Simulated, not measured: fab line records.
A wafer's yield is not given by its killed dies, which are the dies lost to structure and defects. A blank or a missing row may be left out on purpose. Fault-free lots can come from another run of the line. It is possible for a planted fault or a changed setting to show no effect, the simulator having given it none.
The tool behind it: which one? / flow nand harc / 12 lots, 36 wafers sampled, at 2 steps of a route of 1159

## WHAT THE GAUGES SHOWED, per wafer
NHARC_A_ONON_D1_THK_MEAS_05: measures by ellipsometry.
lot=L075; measured=day 8 04:22; on=film metro-01; thk nm (nm)=999 997 999
lot=L076; measured=day 8 08:15; on=film metro-01; thk nm (nm)=984 985 986
lot=L079; measured=day 8 13:44; on=film metro-01; thk nm (nm)=1004 1003 1001
lot=L081; measured=day 9 12:06; on=film metro-02; thk nm (nm)=985 986 986
lot=L083; measured=day 10 05:56; on=film metro-02; thk nm (nm)=997 996 995
lot=L085; measured=day 10 05:56; on=film metro-01; thk nm (nm)=998 998 997
lot=L086; measured=day 11 10:21; on=film metro-01; thk nm (nm)=1007 1005 1006
lot=L089; measured=day 11 15:39; on=film metro-01; thk nm (nm)=1010 1010 1012
lot=L091; measured=day 11 22:22; on=film metro-02; thk nm (nm)=1000 998 1001
lot=L093; measured=day 12 07:27; on=film metro-02; thk nm (nm)=994 996 995
lot=L095; measured=day 12 21:47; on=film metro-02; thk nm (nm)=1012 1013 1013
lot=L097; measured=day 13 01:52; on=film metro-02; thk nm (nm)=996 995 994

## WHICH TOOL RAN EACH LOT (tool, then ch and the chambers of the sampled wafers, then the start)
lot=L075; NHARC_P_BONDPAD_DEGAS_25=pvd sputter-01, day 7 02:16
lot=L076; NHARC_P_BONDPAD_DEGAS_25=pvd sputter-03, day 7 05:24
lot=L079; NHARC_P_BONDPAD_DEGAS_25=pvd sputter-02, day 7 11:59
lot=L081; NHARC_P_BONDPAD_DEGAS_25=pvd sputter-01, day 8 10:06
lot=L083; NHARC_P_BONDPAD_DEGAS_25=pvd sputter-03, day 8 14:36
lot=L085; NHARC_P_BONDPAD_DEGAS_25=pvd sputter-03, day 8 21:26
lot=L086; NHARC_P_BONDPAD_DEGAS_25=pvd sputter-03, day 10 06:35
lot=L089; NHARC_P_BONDPAD_DEGAS_25=pvd sputter-02, day 10 12:47
lot=L091; NHARC_P_BONDPAD_DEGAS_25=pvd sputter-03, day 10 20:25
lot=L093; NHARC_P_BONDPAD_DEGAS_25=pvd sputter-01, day 11 02:50
lot=L095; NHARC_P_BONDPAD_DEGAS_25=pvd sputter-03, day 11 19:10
lot=L097; NHARC_P_BONDPAD_DEGAS_25=pvd sputter-02, day 11 23:19
- NHARC_P_BONDPAD_DEGAS_25: time 60 s.

## THE ANSWER, worked out from the rows above alone
Rule: the usual values come from the lots themselves. The widest of any qualifying gaps counts: lots, ordered by their means at a reading, are off when they make up no more than a third of the lots, leave a main group of 4 or more, and stand apart from it by 3 or more times the standard deviation of that group's means. The tables above print the reading to a certain number of digits; a main group whose means all agree to those digits is not used. A lot without any number at a reading at which 4 lots or more have one is off too. The other lots that the step has rows for count as sound.
Across all readings shown, no lot is off: no conclusion can be drawn from this.

## WHAT THE SIMULATOR HAD PUT IN
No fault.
